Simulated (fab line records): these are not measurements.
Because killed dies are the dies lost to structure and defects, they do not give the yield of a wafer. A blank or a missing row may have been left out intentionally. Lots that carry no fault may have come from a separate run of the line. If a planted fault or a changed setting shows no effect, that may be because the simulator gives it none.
Tool commonality check | flow nandHarc | Sample size 3 lots and 9 wafers

== WHY IT WAS OPENED ==
Flagged at NHARC_END_SORT_01: reading killedAtArray, on 3 of 3 lots. No-fault wafers: 28, standard deviation 8.6.
Rule: flag the lot when none of its wafers has a number, or when each of its wafers that has one lies beyond 4 standard deviations from that mean. The rest of the lots are taken to be sound.

lot  | measured     | on        | killedAtArray, wafer by wafer | flag
L579 | day 23 21:09 | prober-01 | 149 128 94                    | FLAGGED
L581 | day 24 02:55 | prober-02 | 136 111 123                   | FLAGGED
L584 | day 25 06:25 | prober-01 | 74 108 123                    | FLAGGED
The mean of the flagged lots' numbers is 116, +88 from the usual (+10 standard deviations).

== WHICH TOOL RAN EACH LOT ==
Before the reading, the record contains 3 process steps out of a 1159-step route. Read each cell as the tool, then ch plus the chambers that the sampled wafers visited, then the start.
lot  | flag    | NHARC_A_STAIRCASE_ETCH_234        | NHARC_A_BONDPAD_PVD_17                 | NHARC_THIN_TSV_CMP_01
L579 | FLAGGED | rieDiel-12 ch 0,1,2, day 15 18:20 | pvdSputter-02, day 23 02:35 or earlier | cmp-01 ch 0,2,3, day 23 02:35
L581 | FLAGGED | rieDiel-12 ch 0,2,3, day 15 11:14 | pvdSputter-02, day 23 04:57 or earlier | cmp-04 ch 0,1,3, day 23 04:57
L584 | FLAGGED | rieDiel-12 ch 0,1,3, day 16 09:40 | pvdSputter-03, day 24 14:50 or earlier | cmp-01 ch 1,2,3, day 24 14:50
What the steps here do:
- NHARC_A_STAIRCASE_ETCH_234: etches the open film in C4F8/O2, target depth 100 nm, time 40.5 s.
- NHARC_A_BONDPAD_PVD_17: deposits TaN, target thk 5 nm, time 8.06 s.
- NHARC_THIN_TSV_CMP_01: polishes.
- NHARC_END_SORT_01

== FLAGGED AGAINST TOTAL, ONE TOOL AT A TIME (gauges that did the reading follow at the end) ==
step                       | tool          | lots run | flagged | share of the flagged lots | sound lots run after its first flagged lot
NHARC_A_STAIRCASE_ETCH_234 | rieDiel-12    | 3        | 3       | all                       | 0
NHARC_A_BONDPAD_PVD_17     | pvdSputter-02 | 2        | 2       | some                      | 0
NHARC_A_BONDPAD_PVD_17     | pvdSputter-03 | 1        | 1       | some                      | 0
NHARC_THIN_TSV_CMP_01      | cmp-01        | 2        | 2       | some                      | 0
NHARC_THIN_TSV_CMP_01      | cmp-04        | 1        | 1       | some                      | 0
NHARC_END_SORT_01          | prober-01     | 2        | 2       | some                      | 0
NHARC_END_SORT_01          | prober-02     | 1        | 1       | some                      | 0
Because NHARC_A_BONDPAD_PVD_17 lacks a start for some lots, the hours and order of its lots are taken from NHARC_THIN_TSV_CMP_01.

== WHAT THE TABLE PERMITS ==
All flagged lots share 1 row of the table, namely rieDiel-12 at NHARC_A_STAIRCASE_ETCH_234.
- rieDiel-12 at NHARC_A_STAIRCASE_ETCH_234: 3 of its 3 lots flagged. It ran no sound lot before its first flagged lot in this sample, so the start can't be narrowed down.
One tool is left: rieDiel-12 at NHARC_A_STAIRCASE_ETCH_234.

== WHAT WAS PUT IN BY THE SIMULATOR ==
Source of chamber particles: rieDiel-12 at NHARC_A_STAIRCASE_ETCH_234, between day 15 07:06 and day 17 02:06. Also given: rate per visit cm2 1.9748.
Struck lots among those shown: L579, L581, L584. The rule above found the same.
